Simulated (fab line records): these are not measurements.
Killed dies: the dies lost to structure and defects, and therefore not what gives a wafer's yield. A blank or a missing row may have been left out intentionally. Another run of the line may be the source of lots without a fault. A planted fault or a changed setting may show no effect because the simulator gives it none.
What tool caused it?	flow n5-finfet	22 wafers from 8 lots sampled at 7 of the route's 1938 steps

WHAT THE GAUGES READ, wafer by wafer
N5_BEOL_M4_RC_MEAS_101.
lot	measured	on	DIBL_N (mV/V)	DIBL_P (mV/V)	IOFF_N (nA/um)	IOFF_P (nA/um)	ION_N (uA/um)	ION_P (uA/um)	SS_N (mV/dec)	SS_P (mV/dec)	VT_N (mV)	VT_P (mV)
L239	day 8 10:20	prober-02	32.9 35.1 33.6	32.6 35.7 34.0	0.114 0.150 0.129	0.14 0.19 0.16	671 669 661	458 462 452	70.9 71.1 71.8	72.6 74.1 72.5	255.4 249.7 252.2	-259 -252 -254
L240	day 9 01:08	prober-01	37.5 38.1 38.2	36.8 38.0 38.0	0.167 0.175 0.187	0.23 0.25 0.26	666 671 680	457 462 468	71.6 71.3 72.5	74.2 73.7 74.3	248.8 248.0 248.9	-249 -244 -246
L243	day 9 14:32	prober-01	36.8 37.4 37.0	37.1 37.5 37.0	0.165 0.176 0.153	0.22 0.24 0.22	687 699 674	468 479 462	71.1 71.5 71.9	72.8 73.6 73.2	247.6 247.3 249.2	-248 -248 -251
L250	day 11 17:46	prober-01	35.7 33.8 35.4	35.7 33.9 36.0	0.159 0.133 0.158	0.22 0.20 0.23	679 664 672	465 467 460	71.2 70.5 71.8	73.0 72.6 73.0	248.4 249.7 250.1	-249 -249 -248
L252	day 11 22:40	prober-02	34.6 34.3 36.5	35.7 35.6 38.5	0.129 0.123 0.157	0.19 0.19 0.22	658 671 670	457 467 464	71.6 71.3 71.7	72.6 72.8 72.6	253.8 253.7 250.7	-253 -250 -250
L257	day 12 19:23	prober-01	37.0	35.2	0.155	0.20	674	466	72.0	72.9	251.6	-248
L261	day 14 04:17	prober-01	36.0 34.9 35.7	37.1 35.2 36.3	0.169 0.145 0.164	0.22 0.19 0.22	669 662 672	465 456 462	71.8 71.6 71.7	73.4 73.5 73.8	249.5 252.3 250.3	-250 -251 -248
L262	day 14 08:29	prober-01	36.3 36.5 38.5	35.8 35.5 39.0	0.173 0.165 0.217	0.24 0.23 0.30	681 671 696	463 462 473	71.5 72.0 72.0	73.2 74.0 74.1	246.1 247.7 243.8	-246 -246 -245

N5_BEOL_M7_OCD_MEAS_38.
lot	measured	on	trench-depth-nm (nm)
L239	day 9 17:55	ocd-01	93.1 94.4 93.4
L240	day 10 04:41	ocd-01	94.5 91.1 92.1
L243	day 10 19:39	ocd-01	91.6 91.8 92.7
L250	day 12 22:29	ocd-01	92.2 95.7 96.1
L252	day 13 01:34	ocd-01	92.7 94.8 93.4
L257	day 14 03:53	ocd-02	-
L261	day 15 07:03	ocd-01	94.1 92.8 92.9
L262	day 15 11:01	ocd-02	93.0 93.9 93.7

N5_BEOL_M7_CD_MEAS_35: the cd target is 40 nm.
lot	measured	on	cd-nm (nm)
L239	day 9 18:04	cd-sem-03	40.2 40.3 40.4
L240	day 10 04:50	cd-sem-03	40.6 40.1 39.5
L243	day 10 19:48	cd-sem-02	39.6 39.5 39.7
L250	day 12 22:38	cd-sem-02	39.6 39.4 39.8
L252	day 13 01:44	cd-sem-03	39.9 40.5 40.1
L257	day 14 04:02	cd-sem-01	-
L261	day 15 07:13	cd-sem-01	39.7 40.5 40.5
L262	day 15 11:11	cd-sem-02	39.7 40.0 39.8

WHAT TOOL EACH LOT RAN ON (gives the tool, then ch and the chambers of the sampled wafers, and finally the start)
lot	N5_BEOL_M7_HM_DEP_02	N5_BEOL_M7_ETCH_65	N5_BEOL_M7_ETCH_66	N5_BEOL_M7_VIA_ETCH_34
L239	pvd-sputter-01, day 9 15:07	rie-diel-02 ch 0,1,2, day 9 17:32	rie-diel-02 ch 0,1,2, day 9 17:34	rie-diel-02 ch 0,1,2, day 9 17:40
L240	pvd-sputter-02, day 10 02:51	rie-diel-02 ch 1,3, day 10 04:19	rie-diel-02 ch 1,3, day 10 04:20	rie-diel-02 ch 1,3, day 10 04:26
L243	pvd-sputter-01, day 10 14:54	rie-diel-02 ch 2,3, day 10 19:07	rie-diel-02 ch 2,3, day 10 19:11	rie-diel-02 ch 2,3, day 10 19:19
L250	pvd-sputter-02, day 12 19:30	rie-diel-06 ch 2,3, day 12 22:07	rie-diel-06 ch 2,3, day 12 22:08	rie-diel-06 ch 2,3, day 12 22:14
L252	pvd-sputter-03, day 12 22:52	rie-diel-06 ch 0,1, day 13 01:11	rie-diel-06 ch 0,1, day 13 01:13	rie-diel-06 ch 0,1, day 13 01:19
L257	pvd-sputter-01, day 14 00:01	rie-diel-06 ch 0, day 14 03:31	rie-diel-06 ch 0, day 14 03:34	rie-diel-06 ch 0, day 14 03:39
L261	pvd-sputter-02, day 15 03:22	rie-diel-06 ch 0,1, day 15 06:41	rie-diel-06 ch 0,1, day 15 06:42	rie-diel-06 ch 0,1, day 15 06:48
L262	pvd-sputter-02, day 15 07:32	rie-diel-05 ch 0,3, day 15 10:39	rie-diel-05 ch 0,3, day 15 10:40	rie-diel-05 ch 0,3, day 15 10:46
- N5_BEOL_M7_HM_DEP_02: deposits TiN, target thk 20 nm.
- N5_BEOL_M7_ETCH_65: etches SiARC in CF4, target depth 15.6 nm, time 26 s.
- N5_BEOL_M7_ETCH_66: etches SOC in N2/H2, target depth 80 nm, overetch 16 nm, time 120 s.
- N5_BEOL_M7_VIA_ETCH_34: etches SiCOH lowk in C4F6/O2, target depth 125.5 nm, time 50.5 s.

AS READ BY THE TOOLS THEMSELVES (means over the sampled wafers that have a number; for cases with no such wafer, the mark the record gives instead)
N5_BEOL_M7_HM_DEP_02.
lot	tool	throttle-valve-pct (%)
L239	pvd-sputter-01	30.7
L240	pvd-sputter-02	30.4
L243	pvd-sputter-01	29.9
L250	pvd-sputter-02	29.7
L252	pvd-sputter-03	30.1
L257	pvd-sputter-01	29.7
L261	pvd-sputter-02	30.8
L262	pvd-sputter-02	29.1

N5_BEOL_M7_ETCH_65.
lot	tool	chamber-pressure-mTorr (mTorr)	drypump-motor-current-A (A)	etch-rf-on-time-s (s)	oes-product-au (a.u.)	rf-vpp-V (V)	showerhead-plenum-p-Torr (Torr)	throttle-valve-pct (%)
L239	rie-diel-02	40.02	5.7	25.8	0.64	185.1	2.16	15.71
L240	rie-diel-02	40.00	6.0	26.0	0.65	184.1	2.20	15.89
L243	rie-diel-02	40.04	5.5	25.9	0.65	183.8	2.08	15.60
L250	rie-diel-06	40.00	5.5	25.8	0.72	184.8	2.20	15.51
L252	rie-diel-06	40.02	5.8	26.0	0.66	184.9	2.15	15.83
L257	rie-diel-06	40.02	5.7	26.2	0.66	186.1	2.23	15.72
L261	rie-diel-06	40.00	5.8	25.9	0.64	184.3	2.15	15.86
L262	rie-diel-05	40.03	6.0	25.8	0.64	183.8	2.12	15.65

N5_BEOL_M7_ETCH_66.
lot	tool	chamber-pressure-mTorr (mTorr)	drypump-motor-current-A (A)	oes-product-au (a.u.)	rf-vpp-V (V)	showerhead-plenum-p-Torr (Torr)	throttle-valve-pct (%)
L239	rie-diel-02	29.996	5.7	0.58	525.0	2.58	17.89
L240	rie-diel-02	30.008	6.1	0.59	526.1	2.63	18.10
L243	rie-diel-02	30.043	5.5	0.58	522.0	2.48	17.74
L250	rie-diel-06	30.010	5.5	0.63	525.4	2.60	17.65
L252	rie-diel-06	29.999	5.8	0.58	524.4	2.55	18.08
L257	rie-diel-06	29.961	5.7	0.59	527.7	2.66	18.01
L261	rie-diel-06	30.002	5.8	0.58	523.8	2.55	18.11
L262	rie-diel-05	29.995	6.0	0.57	523.0	2.50	17.88

N5_BEOL_M7_VIA_ETCH_34.
lot	tool	chamber-pressure-mTorr (mTorr)	drypump-motor-current-A (A)	oes_f_703_au (a.u.)	oes-product-au (a.u.)	rf-vpp-V (V)	showerhead-plenum-p-Torr (Torr)	throttle-valve-pct (%)
L239	rie-diel-02	30.003	5.8	0.76	0.75	664	2.88	20.98
L240	rie-diel-02	29.990	6.0	0.77	0.76	669	2.93	21.15
L243	rie-diel-02	29.987	5.5	0.75	0.76	665	2.77	20.85
L250	rie-diel-06	30.002	5.5	0.83	0.84	666	2.92	20.78
L252	rie-diel-06	29.998	5.8	0.77	0.77	666	2.85	21.11
L257	rie-diel-06	30.037	5.7	0.78	0.29	662	2.96	20.85
L261	rie-diel-06	30.014	5.8	0.76	0.75	665	2.85	21.13
L262	rie-diel-05	29.999	6.0	0.74	0.74	664	2.81	20.96

THE ANSWER, worked out from the rows above alone
Rule: usual is defined by the lots themselves. Put in order of their means at a reading, lots are off if they are a third of the lots or fewer, leave a main group of 4 or more, and stand apart from it by a gap of 3 or more times the standard deviation of the main group's means; of several such gaps the widest counts. If all means in a main group match to the digits the tables above print for the reading, that group is not used. Also off: a lot with no number at a reading for which 4 or more lots have one. The other lots that the step has rows for count as sound. The gauges are gone through in route order, then the tools' own readings, and for those a lot's mean is taken as printed above. The first step at which some lot is off is used, and at that step the reading that is off furthest; a lot without a number counts as furthest.
Off: L257, at N5_BEOL_M7_OCD_MEAS_38 (trench-depth-nm). Without a number there: L257. Main group: mean 93.3 nm, sd 0.78.
If a tool, at a process step before that reading, ran all the lots that are off and no sound lot after the first of them, it fits. Not tried: the gauges at N5_BEOL_M7_OCD_MEAS_38; whatever is off there is also off at N5_BEOL_M7_CD_MEAS_35, on other tools, and gauge error can't account for it. One candidate fits, namely pvd-sputter-01 at N5_BEOL_M7_HM_DEP_02. Its last sound lot is L243 (day 10 14:54), its first lot that is off L257 (day 14 00:01): a fault that began between those two fits.

WHAT HAD BEEN PUT IN BY THE SIMULATOR
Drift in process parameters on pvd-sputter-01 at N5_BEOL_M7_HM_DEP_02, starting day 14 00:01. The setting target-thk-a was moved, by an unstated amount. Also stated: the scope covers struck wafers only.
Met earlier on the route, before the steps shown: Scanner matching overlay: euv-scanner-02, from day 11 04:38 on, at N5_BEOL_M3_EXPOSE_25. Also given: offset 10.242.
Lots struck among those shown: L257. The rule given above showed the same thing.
